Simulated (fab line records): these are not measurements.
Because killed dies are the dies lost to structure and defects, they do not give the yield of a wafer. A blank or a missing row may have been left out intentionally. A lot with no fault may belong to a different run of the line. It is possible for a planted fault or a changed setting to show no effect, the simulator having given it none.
fab line records | flow nandHarc
record: lots: 11 wafers: 33 lastDay: 24
route steps=1159 shown A_STAIRCASE@548 END@1159
lots with no fault: from the same line, run without faults
startH: hours from the record's first day to the start of the lot's first wafer shown | waitH: hours elapsed since this lot's preceding step | " as in the row above | L1.1+2: one row covering several wafers at once | - value missing, or start not given | * or withheld: withheld | < > ~ a bound
route shown NAME@n: a module of which the file shows steps, and the number in the route of the first | usual: mean/standard deviation taken from wafers without a fault | same: alike in all rows | chamber/n: place in a boat | sites: each site's reading | _std_site: their standard deviation | _edge_site: the outer-site mean with the inner-site mean subtracted | radiusMm: for every site, how far away it sits from the centre of the wafer | mask NAME#n: copy n | behind: the tool/chamber that last shaped the wafer | hold: what put the lot on hold/how long, in hours/how the hold closed | device: which transistor (n, p or np) failed to switch | end of line: the tests these same wafers got at the end of their route | a step given without rows: its recipe and nothing more | killed: dies that structure and defects cost at the first sort, which is not the same as the wafer's yield | map: shows each die of a wafer: x if killed, . if not, _ if none is there
set.NAME: the setting the step ran with; set.NAME@STEP: the setting that earlier step ran with | model.NAME: the simulator's own value behind a step, which no gauge read
the route's steps for a sample of lots (tables are steps, rows are wafers)
services: when a tool's chamber went out of use (startH, in hours from the record's first day, below 0 if earlier), for how many hours, and the reason
== steps ==
step: NHARC_A_STAIRCASE_TRIM_12
recipe: timeS: 211.2 o2FlowSccm: 500 arFlowSccm: 0 biasW: 0 chemistry: O2
usual: chamberPressureMTorr: 60.01/0.054 drypumpMotorCurrentA: 6.0/0.47 o2FlowSccm: 499.9/1.5 oesProductAu: 1.002/0.009 rfVppV: 57.6/0.87 showerheadPlenumPTorr: 3.44/0.098 throttleValvePct: 17.037/0.0092
same: biasW: 0
columns lot.wafer tool chamber startH waitH chamberPressureMTorr drypumpMotorCurrentA o2FlowSccm oesProductAu rfHoursCounterH rfVppV showerheadPlenumPTorr throttleValvePct
L661.2 rieDiel-13 1 235.33 0.1 59.97 6.7 499.5 1.013 41 58.1 3.49 17.040
L661.6 " 1 " " 60.03 6.6 498.6 1.011 - 57.0 3.49 17.054
L661.5 " 2 " " 59.99 5.8 499.3 1.023 - 58.1 3.37 17.040
L662.1 rieDiel-13 0 242.38 0.1 60.07 5.7 498.2 1.011 48 57.3 3.54 17.022
L662.6 " 1 " " 60.02 6.7 500.2 1.013 - 58.9 3.49 17.039
L662.5 " 2 " " 59.97 5.8 499.0 1.026 - 58.5 3.37 17.035
L663.4 rieDiel-13 2 248.76 0.1 60.06 5.9 497.4 1.019 51 57.5 3.37 17.049
L663.2 " 3 " " 60.00 6.2 499.3 1.010 51 57.9 3.48 17.031
L663.6 " 1 " " 59.96 6.7 498.6 1.016 - 56.8 3.49 17.043
L665.1 rieDiel-09 1 250.88 0.1 59.92 6.2 501.0 1.007 53 56.5 3.40 17.041
L665.6 " 3 " " 60.02 6.6 501.1 1.004 - 57.5 3.34 17.044
L665.5 " 0 " " 60.06 5.7 499.0 1.011 - 58.1 3.56 17.029
L666.4 rieDiel-09 1 275.81 0.1 59.91 6.2 502.5 1.003 3 57.3 3.40 17.038
L666.1 " 2 " " 59.95 6.5 501.2 0.994 2 56.5 3.35 17.034
L666.2 " 3 " " 59.99 6.6 501.4 1.011 2 57.5 3.34 17.021
L676.1 rieDiel-10 2 321.87 0.1 59.95 5.0 504.7 0.988 54 55.8 3.40 17.026
L676.2 " 0 " " 60.04 5.7 501.6 1.001 45 58.4 3.39 17.033
L676.5 " 3 " " 60.06 5.9 499.9 1.007 - 57.2 3.49 17.037
L675.2 rieDiel-09 3 322.04 0.1 60.09 6.6 500.0 1.009 22 57.3 3.33 17.042
L675.4 " 0 " " 59.96 5.7 500.3 0.996 22 58.2 3.55 17.046
L675.1 " 2 " " 59.85 6.5 501.3 0.999 22 57.7 3.34 17.041
L677.3 rieDiel-09 0 329.05 0.1 59.99 5.7 500.1 1.000 25 57.3 3.55 17.033
L677.1 " 2 " " 59.98 6.5 499.0 0.996 25 58.4 3.34 17.043
L677.6 " 0 " " 60.06 5.7 500.7 0.994 - 56.6 3.55 17.041
L679.1 rieDiel-10 2 342.32 0.1 59.97 5.0 500.6 1.006 60 58.0 3.39 17.016
L679.2 " 3 " " 60.02 5.8 499.9 1.014 61 57.3 3.48 17.035
L679.4 " 0 " " 59.99 5.7 501.1 1.006 50 56.0 3.39 17.047
L678.1 rieDiel-10 2 346.99 0.2 60.02 5.0 501.9 0.996 63 56.4 3.39 17.044
L678.5 " 1 " " 60.02 5.4 499.8 0.994 - 58.5 3.68 17.023
L678.6 " 2 " " 60.04 5.0 500.0 1.004 - 56.9 3.39 17.048
L683.4 rieDiel-13 2 356.50 0.3 60.01 5.9 499.5 1.000 28 55.3 3.35 17.023
L683.2 " 3 " " 60.00 6.2 500.4 1.002 27 58.6 3.46 17.034
L683.6 " 2 " " 60.04 5.9 499.0 1.003 - 58.3 3.35 17.032
step: NHARC_A_STAIRCASE_TRIM_16
recipe: timeS: 211.2 o2FlowSccm: 500 arFlowSccm: 0 biasW: 0 chemistry: O2
usual: chamberPressureMTorr: 59.99/0.057 drypumpMotorCurrentA: 6.0/0.46 o2FlowSccm: 500.2/1.4 oesProductAu: 1.002/0.009 rfVppV: 57.5/0.81 showerheadPlenumPTorr: 3.44/0.096 throttleValvePct: 17.036/0.0098
same: biasW: 0
columns lot.wafer tool chamber startH waitH chamberPressureMTorr drypumpMotorCurrentA o2FlowSccm oesProductAu rfHoursCounterH rfVppV showerheadPlenumPTorr throttleValvePct
L661.2 rieDiel-13 2 235.79 - 60.03 5.8 501.5 1.014 46 58.5 3.37 17.036
L661.6 " 2 " " 60.01 5.8 501.5 1.021 - 58.5 3.37 17.021
L661.5 " 3 " " 60.04 6.2 500.1 1.011 - 57.4 3.48 17.035
L662.1 rieDiel-13 3 242.82 - 60.02 6.2 501.6 1.001 50 58.0 3.48 17.048
L662.6 " 2 " " 59.97 5.8 500.6 1.017 - 57.4 3.37 17.040
L662.5 " 3 " " 60.00 6.2 499.9 1.008 - 57.8 3.48 17.047
L663.2 rieDiel-13 1 249.21 - 59.91 6.6 500.3 1.012 45 56.8 3.49 17.033
L663.4 " 2 " " 59.94 5.9 500.5 1.022 52 57.1 3.37 17.068
L663.6 " 1 " " 60.07 6.7 500.7 1.004 - 57.9 3.49 17.039
L665.1 rieDiel-09 3 251.42 - 59.87 6.6 501.0 0.992 65 57.5 3.34 17.056
L665.6 " 1 " " 59.88 6.2 500.3 1.006 - 57.0 3.40 17.039
L665.5 " 2 " " 59.94 6.5 500.1 0.995 - 55.2 3.36 17.040
L666.4 rieDiel-09 2 276.28 - 60.11 6.5 499.4 1.000 3 56.3 3.35 17.037
L666.2 " 3 " " 60.05 6.6 498.7 1.016 3 55.8 3.34 17.038
L666.1 " 0 " " 59.98 5.7 497.6 1.004 3 58.9 3.56 17.045
L676.2 rieDiel-10 0 322.37 - 59.92 5.7 499.0 0.990 45 57.8 3.39 17.032
L676.1 " 1 " " 59.96 5.4 500.6 0.999 53 58.3 3.68 17.036
L676.5 " 2 " " 59.92 5.0 500.4 0.990 - 57.4 3.40 17.051
L675.2 rieDiel-09 0 322.52 - 60.02 5.7 501.8 0.983 22 58.3 3.55 17.037
L675.4 " 1 " " 59.92 6.2 501.4 1.212 21 56.9 3.39 17.036
L675.1 " 2 " " 60.04 6.5 499.4 0.992 22 56.4 3.34 17.032
L677.3 rieDiel-09 2 329.49 - 60.08 6.5 501.0 1.214 25 58.9 3.34 17.046
L677.1 " 0 " " 59.98 5.6 498.7 1.000 25 57.7 3.55 17.032
L677.6 " 3 " " 60.06 6.6 501.5 1.207 - 57.1 3.33 17.039
L679.1 rieDiel-10 1 342.77 - 59.91 5.3 497.9 1.000 58 57.0 3.68 17.034
L679.4 " 2 " " 60.00 5.0 500.0 1.007 60 56.8 3.39 17.019
L679.2 " 0 " " 59.96 5.7 500.9 1.000 50 58.2 3.39 17.032
L678.1 rieDiel-10 3 347.56 - 59.98 5.8 500.4 1.000 64 56.7 3.48 17.035
L678.6 " 3 " " 60.02 5.9 501.9 0.994 - 58.1 3.48 17.033
L678.5 " 0 " " 60.09 5.7 498.6 0.996 - 56.5 3.39 17.024
L683.4 rieDiel-13 2 357.44 - 59.89 5.9 500.0 1.004 29 58.8 3.35 17.033
L683.2 " 3 " " 59.99 6.2 501.6 1.004 28 57.3 3.46 17.032
L683.6 " 2 " " 59.98 5.9 500.0 1.002 - 55.5 3.35 17.047
step: NHARC_A_STAIRCASE_TRIM_18
recipe: timeS: 211.2 o2FlowSccm: 500 arFlowSccm: 0 biasW: 0 chemistry: O2
usual: chamberPressureMTorr: 60.00/0.052 drypumpMotorCurrentA: 6.0/0.47 o2FlowSccm: 500.1/1.4 oesProductAu: 1.000/0.0089 rfVppV: 57.7/0.75 showerheadPlenumPTorr: 3.45/0.098 throttleValvePct: 17.036/0.0086
same: biasW: 0
columns lot.wafer tool chamber startH waitH chamberPressureMTorr drypumpMotorCurrentA o2FlowSccm oesProductAu rfHoursCounterH rfVppV showerheadPlenumPTorr throttleValvePct
L661.2 rieDiel-13 2 - - 59.98 5.9 501.3 1.018 46 58.4 3.37 17.033
L661.6 " 3 " " 60.02 6.2 498.9 1.007 - 57.5 3.48 17.041
L661.5 " 0 " " 60.15 5.7 501.4 1.018 - 57.4 3.54 17.038
L662.1 rieDiel-13 3 - - 60.03 6.2 500.6 1.000 50 58.5 3.48 17.048
L662.5 " 3 " " 60.00 6.2 499.7 1.017 - 57.6 3.48 17.018
L662.6 " 0 " " 60.03 5.7 499.0 1.006 - 58.7 3.54 17.042
L663.4 rieDiel-13 0 - - 59.91 5.7 502.5 1.008 49 57.3 3.54 17.031
L663.2 " 2 " " 60.00 5.8 500.6 1.021 52 57.0 3.37 17.032
L663.6 " 0 " " 59.97 5.7 499.3 1.010 - 58.5 3.54 17.049
L665.1 rieDiel-09 2 - - 60.07 6.5 501.8 1.002 66 58.5 3.36 17.045
L665.6 " 0 " " 59.95 5.7 499.9 1.009 - 57.8 3.56 17.026
L665.5 " 1 " " 59.97 6.2 497.9 1.003 - 58.1 3.40 17.057
L666.4 rieDiel-09 1 - - 60.00 6.2 502.7 1.000 3 59.2 3.40 17.039
L666.1 " 3 " " 59.90 6.6 500.7 1.008 3 58.8 3.34 17.037
L666.2 " 0 " " 60.00 5.6 499.3 0.991 3 57.4 3.56 17.038
L676.1 rieDiel-10 2 - - 59.98 5.0 502.1 0.989 55 58.2 3.40 17.020
L676.2 " 3 " " 59.97 5.8 500.2 0.997 56 57.0 3.49 17.026
L676.5 " 1 " " 60.03 5.4 501.6 0.991 - 58.2 3.68 17.037
L675.4 rieDiel-09 2 - - 59.97 6.5 501.5 1.007 22 57.1 3.34 17.034
L675.1 " 3 " " 60.00 6.6 499.8 1.004 23 56.7 3.33 17.038
L675.2 " 0 " " 59.96 5.7 500.4 0.998 22 58.0 3.55 17.041
L677.1 rieDiel-09 0 - - 59.94 5.7 501.6 0.988 25 58.1 3.55 17.030
L677.3 " 1 " " 60.05 6.2 499.2 0.991 24 59.0 3.39 17.036
L677.6 " 3 " " 60.10 6.6 500.4 0.990 - 59.0 3.33 17.052
L679.1 rieDiel-10 1 - - 59.91 5.4 501.7 1.010 58 59.4 3.68 17.018
L679.4 " 3 " " 60.00 5.9 501.8 1.008 62 58.1 3.48 17.030
L679.2 " 0 " " 59.98 5.8 496.4 0.998 50 58.6 3.39 17.040
L678.1 rieDiel-10 3 - - 59.97 5.8 501.0 1.000 65 57.8 3.48 17.031
L678.5 " 1 " " 60.06 5.4 498.1 1.003 - 57.6 3.68 17.022
L678.6 " 2 " " 59.97 5.1 501.2 0.993 - 57.5 3.39 17.040
L683.4 rieDiel-13 2 - - 59.98 5.9 500.8 1.009 29 57.7 3.35 17.043
L683.2 " 3 " " 59.97 6.2 499.6 1.001 28 57.6 3.46 17.041
L683.6 " 1 " " 60.06 6.6 497.3 0.997 - 57.3 3.47 17.046
step: NHARC_A_STAIRCASE_ETCH_23
recipe: targetDepthA: 1000 timeS: 40.5 ionEnergyEv: 400 c4f8FlowSccm: 20 o2FlowSccm: 10 arFlowSccm: withheld rfW: 600 biasW: 1000 chemistry: C4F8/O2
usual: biasW: 1000/3.1 chamberPressureMTorr: 24.997/0.026 oesProductAu: 0.943/0.013 rfVppV: 893/3.8
columns lot.wafer tool chamber startH waitH biasW chamberPressureMTorr oesProductAu rfHoursCounterH rfVppV
L661.2 rieDiel-13 1 - - 1002 24.989 0.951 41 894
L661.6 " 3 " " 1000 25.003 0.929 - 893
L661.5 " 0 " " 995 25.030 0.948 - 896
L662.1 rieDiel-10 2 - - 999 25.014 0.948 22 892
L662.5 " 2 " " 999 25.027 0.938 - 892
L662.6 " 3 " " 1005 25.025 0.958 - 896
L663.4 rieDiel-13 3 - - 1002 24.977 0.942 52 893
L663.2 " 0 " " 1000 24.998 0.939 50 897
L663.6 " 0 " " 998 24.987 0.951 - 895
L665.1 rieDiel-13 1 - - 999 25.027 0.944 47 895
L665.6 " 2 " " 1004 24.970 0.948 - 890
L665.5 " 3 " " 999 25.006 0.933 - 895
L666.2 rieDiel-09 1 - - 1001 24.994 0.965 3 890
L666.4 " 3 " " 997 25.041 0.950 3 889
L666.1 " 0 " " 1001 24.954 0.938 3 897
L676.1 rieDiel-10 2 - - 996 24.977 0.935 55 892
L676.2 " 0 " " 1001 24.974 0.932 46 891
L676.5 " 1 " " 1002 25.004 0.940 - 903
L675.4 rieDiel-09 1 - - 994 25.002 0.941 22 891
L675.2 " 2 " " 998 25.045 0.936 22 890
L675.1 " 3 " " 1002 24.995 0.946 23 888
L677.1 rieDiel-13 0 - - 995 25.017 0.959 16 896
L677.3 " 1 " " 1002 25.004 0.946 15 894
L677.6 " 0 " " 995 24.975 0.952 - 896
L679.2 rieDiel-09 3 - - 1001 24.997 0.960 30 890
L679.1 " 0 " " 1001 24.999 0.959 28 896
L679.4 " 1 " " 1000 24.998 0.983 28 890
L678.1 rieDiel-13 0 - - 997 24.998 0.945 23 896
L678.5 " 1 " " 1000 24.999 0.942 - 895
L678.6 " 2 " " 1005 24.986 0.943 - 890
L683.4 rieDiel-09 2 - - 1002 24.959 0.920 39 888
L683.2 " 3 " " 997 25.022 0.944 40 886
L683.6 " 1 " " 999 24.982 0.932 - 889
step: NHARC_END_SORT_01
recipe: tempC: 25
usual: killedAtArray: 27/8 killedAtOther: 0.8/1.2 killedAtPeriphery: 3.3/2.3 killedDies: 31/8.8 killedOpen: 3.2/2.1 killedShort: 2.1/1.4
same: grossDies: 677
columns lot.wafer tool chamber startH waitH killedAtArray killedAtOther killedAtPeriphery killedDies killedOpen killedShort
L675.1 prober-02 0 529.72 2.5 26 1 7 34 2 1
L675.2 prober-02 0 530.53 2.8 36 1 1 38 3 5
L675.4 prober-02 0 532.15 3.4 124 0 1 125 2 1
L677.1 prober-01 0 539.82 2.5 40 2 5 47 0 1
L677.3 prober-01 0 541.43 3.1 183 3 4 190 3 2
L677.6 prober-01 0 543.84 4.0 137 1 5 143 0 1
L679.1 prober-02 0 550.03 2.5 27 0 7 34 1 3
L679.2 prober-02 0 550.81 2.8 32 0 7 39 8 3
L679.4 prober-02 0 552.39 3.4 32 0 7 39 2 1
killed by level:class
L675.1 A_CHANNEL_HOLE_D1:chamberFilmFlake=18 P_M1:chamberFilmFlake=3 A_STAIRCASE:chamberFilmFlake=3 A_CONTACT:chamberFilmFlake=3 P_GATE:chamberFilmFlake=2 P_CONTACT:geometricParticle:open=1 A_STAIRCASE:geometricParticle:short=1 A_WL_FILL:geometricParticle:open=1
L675.2 A_CHANNEL_HOLE_D1:chamberFilmFlake=18 A_CONTACT:chamberFilmFlake=10 A_M0:geometricParticle:short=2 P_CONTACT:geometricParticle:open=1 A_SOURCE_PLATE:geometricParticle:short=1 A_ONON_D1:geometricParticle:short=1 A_CHANNEL_FILL_D1:geometricParticle:open=1 A_CHANNEL_FILL_D1:geometricParticle:short=1
L675.4 A_STAIRCASE:areaTrim=106 A_CHANNEL_HOLE_D1:chamberFilmFlake=11 A_CONTACT:chamberFilmFlake=4 P_STI:geometricParticle:open=1 A_CHANNEL_FILL_D1:geometricParticle:open=1 A_WL_FILL:geometricParticle:short=1 A_STAIRCASE:chamberFilmFlake=1
L677.1 A_CHANNEL_HOLE_D1:chamberFilmFlake=25 A_SLIT:chamberFilmFlake=5 A_CONTACT:chamberFilmFlake=5 P_GATE:chamberFilmFlake=3 A_M1:chamberFilmFlake=3 THIN_TSV:chamberFilmFlake=2 A_WL_FILL:geometricParticle:short=1 P_STI:chamberFilmFlake=1
L677.3 A_STAIRCASE:areaTrim=153 A_CHANNEL_HOLE_D1:chamberFilmFlake=16 P_GATE:chamberFilmFlake=3 A_STAIRCASE:chamberFilmFlake=3 A_SLIT:chamberFilmFlake=3 A_M1:chamberFilmFlake=2 A_CONTACT:chamberFilmFlake=2 A_SOURCE_PLATE:geometricParticle:short=1
L677.6 A_STAIRCASE:areaTrim=99 A_CHANNEL_HOLE_D1:chamberFilmFlake=18 A_SLIT:chamberFilmFlake=7 A_CONTACT:chamberFilmFlake=5 A_M1:chamberFilmFlake=5 A_STAIRCASE:chamberFilmFlake=3 P_GATE:chamberFilmFlake=2 P_CONTACT:geometricParticle:short=1
L679.1 A_SLIT:chamberFilmFlake=13 A_CONTACT:chamberFilmFlake=5 A_CHANNEL_HOLE_D1:chamberFilmFlake=4 P_ZERO_WELL:chamberFilmFlake=3 P_GATE:chamberFilmFlake=3 A_ONON_D1:geometricParticle:short=1 A_WL_FILL:geometricParticle:short=1 A_WL_FILL:geometricParticle:open=1
L679.2 A_SLIT:chamberFilmFlake=17 P_ZERO_WELL:chamberFilmFlake=3 A_CONTACT:geometricParticle:open=2 A_M0:geometricParticle:open=2 P_GATE:chamberFilmFlake=2 A_CHANNEL_HOLE_D1:chamberFilmFlake=2 A_WL_FILL:chamberFilmFlake=2 P_CONTACT:geometricParticle:open=1
L679.4 A_SLIT:chamberFilmFlake=15 A_CHANNEL_HOLE_D1:chamberFilmFlake=5 A_CONTACT:chamberFilmFlake=5 P_ZERO_WELL:chamberFilmFlake=4 P_GATE:chamberFilmFlake=3 A_STAIRCASE:chamberFilmFlake=3 A_CHANNEL_FILL_D1:geometricParticle:short=1 A_WL_FILL:geometricParticle:open=1
== services ==
columns tool chamber startH hours kind
rieDiel-09 1 223.01 2.1 repair
rieDiel-13 0 230.72 - clean
rieDiel-13 1 230.72 - clean
rieDiel-13 2 230.72 - clean
rieDiel-13 3 230.72 - clean
rieDiel-10 0 236.55 13.4 repair
rieDiel-09 - 254.16 9.0 pm
rieDiel-13 0 255.25 - clean
rieDiel-13 1 255.25 - clean
rieDiel-13 2 255.25 - clean
rieDiel-13 3 255.25 - clean
rieDiel-13 3 272.41 8.6 repair
rieDiel-13 - 276.04 9.0 pm
rieDiel-13 0 276.04 9.0 ventCycle
rieDiel-13 1 276.04 9.0 ventCycle
rieDiel-13 2 276.04 9.0 ventCycle
rieDiel-13 0 285.04 - clean
rieDiel-13 1 285.04 - clean
rieDiel-13 2 285.04 - clean
rieDiel-13 3 285.04 - clean
rieDiel-13 2 305.68 4.4 repair
rieDiel-13 0 309.68 - clean
rieDiel-13 1 309.68 - clean
rieDiel-10 - 354.16 9.0 pm
== key ==
firstSign: step: NHARC_A_STAIRCASE_TRIM_16 reading: oesProductAu direction: up sigmas: 23 usual: 1.002 struck: 1.211
effect: step: NHARC_END_SORT_01 reading: killedAtArray direction: up sigmas: 15 usual: 27 struck: 148
moreKillsBornAt: NHARC_A_STAIRCASE_TRIM_16@rieDiel-09: 358
metAt NHARC_A_STAIRCASE_TRIM_16
struckLots L675,L677
struckWafers L675.4,L677.3,L677.6
testerLeftOut L675,L677
notActingAt NHARC_A_STAIRCASE_TRIM_12,NHARC_A_STAIRCASE_TRIM_18,NHARC_A_STAIRCASE_ETCH_23
onsetBetween 276.28 322.52
fault: kind: processParameterDrift tool: rieDiel-09 chamber: - onsetH: 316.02 steps: NHARC_A_STAIRCASE_TRIM_16 channel: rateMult offset: 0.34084 shape: step endH: 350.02 scope: struckWafersOnly
testerLeftOut: of these lots the tester's yield and bins aren't shown, on N5 and GAA mostly nor the transistor test; their killed dies are dies lost to structure and defects alone, not to doping, threshold or leakage, so they don't give the yield
